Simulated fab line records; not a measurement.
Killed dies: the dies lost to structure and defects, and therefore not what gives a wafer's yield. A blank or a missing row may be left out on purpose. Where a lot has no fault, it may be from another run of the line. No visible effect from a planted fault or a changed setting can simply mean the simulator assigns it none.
Lot-split experiment ; flow n5-finfet ; route with 1938 steps; 7 lots, 39 wafers read

== THE SPLIT ITSELF ==
At N5_BEOL_M4_DEP_57 (deposits SiCN from 3MS/NH3, target thk 8 nm, time 14 s), the setting target-thk-a was moved away from the recipe's 80 angstrom on 9 of the 39 wafers read, by -37.2% to -20.0%. All remaining wafers had this setting at the recipe value.

Reading taken at the split's own step.

== THE READING ==
SiCN_of_BEOL_M4_DEP_57.thk-nm (the simulator's own value, which no gauge read), in nm, at N5_BEOL_M4_DEP_57 (deposits SiCN from 3MS/NH3, target thk 8 nm, time 14 s). There is no usual value for it anywhere in the file. The 30 wafers here that ran the recipe average 8.0 nm, standard deviation 0.21 nm.

wafer;tool, chamber at the split;target-thk-a as run, angstrom;against the recipe;SiCN_of_BEOL_M4_DEP_57.thk-nm, nm;against lot-mates on the recipe
L077.1;pecvd-04, 2,0;80;recipe;8.2;-
L077.6;pecvd-04, 2,0;80;recipe;8.2;-
L077.2;pecvd-04, 1,1,2;80;recipe;8;-
L077.4;pecvd-04, 1,1,2;80;recipe;8;-
L077.5;pecvd-04, 1,1,2;80;recipe;8;-
L077.3;pecvd-04, 0;80;recipe;7.8;-
L083.1;pecvd-04, 1;80;recipe;7.6;-
L083.4;pecvd-04, 1;80;recipe;7.6;-
L083.2;pecvd-04, 0;63.98;-20.0%;6;-1.7
L083.3;pecvd-04, 0,1;63.98;-20.0%;6.2;-1.5
L083.5;pecvd-04, 0,1;63.98;-20.0%;6.2;-1.5
L083.6;pecvd-04, 0;80;recipe;7.8;-
L086.1;pecvd-03, 1;62.95;-21.3%;6;-2.0
L086.2;pecvd-03, 2;80;recipe;8;-
L086.3;pecvd-03, 0;62.95;-21.3%;6.4;-1.6
L086.4;pecvd-03, 0;80;recipe;8.2;-
L086.5;pecvd-03, 1;80;recipe;7.8;-
L086.6;pecvd-03, 2;62.95;-21.3%;6.6;-1.4
L090.1;pecvd-04, 1,0,2;80;recipe;8;-
L090.2;pecvd-04, 1,0,2;80;recipe;8;-
L090.3;pecvd-04, 1,0,2;80;recipe;8;-
L090.4;pecvd-04, 2;80;recipe;8.4;-
L090.5;pecvd-04, 1,0;80;recipe;8.2;-
L090.6;pecvd-04, 1,0;80;recipe;8.2;-
L092.1;pecvd-01, 2;50.25;-37.2%;4.8;-3.4
L092.2;pecvd-01, 0,1;50.25;-37.2%;5.2;-3.0
L092.6;pecvd-01, 0,1;50.25;-37.2%;5.2;-3.0
L092.3;pecvd-01, 1;80;recipe;8.2;-
L092.4;pecvd-01, 2;80;recipe;8;-
L092.5;pecvd-01, 0;80;recipe;8.4;-
L094.1;pecvd-03, 0,1,1;80;recipe;8;-
L094.3;pecvd-03, 0,1,1;80;recipe;8;-
L094.4;pecvd-03, 0,1,1;80;recipe;8;-
L094.2;pecvd-03, 2,0,2;80;recipe;8.2;-
L094.5;pecvd-03, 2,0,2;80;recipe;8.2;-
L094.6;pecvd-03, 2,0,2;80;recipe;8.2;-
L096.3;pecvd-04, 1;80;recipe;7.6;-
L096.4;pecvd-04, 0;80;recipe;8;-
L096.5;pecvd-04, 2;80;recipe;8.2;-
If several chambers appear in one row, that row covers several wafers at once and the file leaves open which wafer was in which chamber.

FIT RESULTS
A straight line over all 39 wafers: SiCN_of_BEOL_M4_DEP_57.thk-nm changes by +0.0822 nm for each +1% of target-thk-a; r = +0.98; the points scatter about the line by 0.22 nm.
The same after taking each lot's own level away (the mean of its wafers on the recipe; 39 wafers): +0.0819 nm for each +1%; r = +0.99; scatter 0.17 nm.
According to that fit, moving target-thk-a by its largest amount changes the reading by 3 nm.
The span of the lots' own levels, 7.67 to 8.20 nm, comes to 2.6 times the standard deviation stated above.
So the lot-to-lot level changes the slope little: the two slopes agree.
Check: -2.94 nm against its lot-mates is what the line predicts for one of the wafers moved furthest among these (-37.2%) when that wafer is left out of the fit. Against them it came out at -3.4 nm.

== ADDITIONAL SPLITS CARRIED BY THESE WAFERS ==
Other splits were also applied to these wafers ahead of the reading. Each is held against what the fit with the lots' levels taken away leaves over:
other split on the same wafers;wafers away from the commonest value;r with SiCN_of_BEOL_M4_DEP_57.thk-nm (lot level and that fit taken away)
N5_BEOL_M0_SAQP_PECVD_04 time-s;15;-0.08
N5_BEOL_M3_VIA_ETCH_34 target-depth-a;9;+0.25

== THE FILE'S OWN FIT ==
SiCN_of_BEOL_M4_DEP_57.thk-nm changes by +0.0817 nm for each +1% of target-thk-a, r = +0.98.
